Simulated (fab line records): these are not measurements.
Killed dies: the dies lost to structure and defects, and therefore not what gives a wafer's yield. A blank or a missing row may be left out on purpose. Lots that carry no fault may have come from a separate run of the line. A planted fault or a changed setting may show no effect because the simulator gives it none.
Code-filled problem report in 8D (eight disciplines) form ; flow n5Finfet ; the parts of the form that need people (team, actions taken, sign-off) are left out

## 1. THE PROBLEM
Mean M0_RS at N5_BEOL_M0_RS_MEAS_126: 0.379 ohm/sq over 3 wafers in 3 lots; fault-free wafers: 0.539 ohm/sq, standard deviation 0.021. That puts it -7.6 standard deviations away from the usual mean.
The step: measures by four-point-probe.
The first sign was on wafer L687.3 at day 9 18:41, on filmMetro-02. At this step, 28 wafers from 11 lots have a number in the record. Rule for "out" (also "out of limits"): further than 4 standard deviations from the usual mean. The rest of the wafers with a number are treated as sound.

## 2. WHAT IT IS; WHAT IT IS NOT
question;is;is not
which readings at this step;M0_RS;-
which lots;L687, L688, L692;L673, L677, L678, L680, L681, L682, L684, L695
which wafers of those lots;L687.3, L688.2, L692.2;L687.6, L688.1, L692.1
read on which gauges;filmMetro-02;filmMetro-01
when;from day 9 18:41;"up to then (20 sound wafers); but 5 sound wafers of L688, L692, L695 came after"

## 3. WHAT RULES OUT EACH SUSPECT
Counting: a tool at a process step up to the reading stays a suspect if it ran every lot that is out. Sound lots after the first of them don't rule it out here, since some wafers of a struck lot are sound.
- the gauge at N5_BEOL_M0_RS_MEAS_126: kept. All the wafers that are out were read on filmMetro-02, and no step on other tools shows them out.
- pecvd-04 at N5_BEOL_M0_SAQP_ILD_DEP_01 (deposits SiOC from DEMS/O2, target thk 45.419 nm, time 8.7 s): kept. Ran every lot that is out, first one L687 (day 9 05:50); last sound lot up to then L684 (day 8 11:31).
The count leaves filmMetro-02 at N5_BEOL_M0_RS_MEAS_126 and pecvd-04 at N5_BEOL_M0_SAQP_ILD_DEP_01.

## 4. THE CAUSE (what the simulator had put in)
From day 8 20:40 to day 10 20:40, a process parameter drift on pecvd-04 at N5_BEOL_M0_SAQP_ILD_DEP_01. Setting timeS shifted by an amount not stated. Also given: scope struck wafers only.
Of the 2 suspects that counting leaves, this tool is one.

## 5. THE CHAIN OF EFFECTS, in route order
One row per reading whose mean, taken over the struck wafers that have a number, lies over 3 standard deviations from the usual. Readings are gone through only where the record gives a usual standard deviation; hours: the median, over the lots, of the time from a lot's start at the first step in this table giving one to that lot's start at this step; sigmas: the change measured in usual standard deviations.
hours;step;reading;usual;on struck wafers;change;sigmas
0;N5_BEOL_M0_RS_MEAS_126;M0_RS;0.539 ohm/sq;0.379;-0.160;-7.6
Later steps that measure or inspect, where all struck wafers having a row at the step show a number for every such reading and not one has moved that far: N5_BEOL_M0_INSPECT_127, N5_BEOL_M4_RC_MEAS_101.

## 6. WHAT WOULD HAVE CAUGHT IT SOONER
The first out-of-limits reading at a measuring or inspecting step in this record came at day 9 18:41, 22 hours after the fault's start at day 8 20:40.
Tool readings at N5_BEOL_M0_SAQP_ILD_DEP_01 with a usual standard deviation given in the record: none out on any struck wafer, hence no alarm at a limit of 4 standard deviations on them.
L692, from the lots that are out (3), started N5_BEOL_M0_SAQP_ILD_DEP_01 on pecvd-04 later than day 9 18:41. A hold on the tool at that time would have spared it.
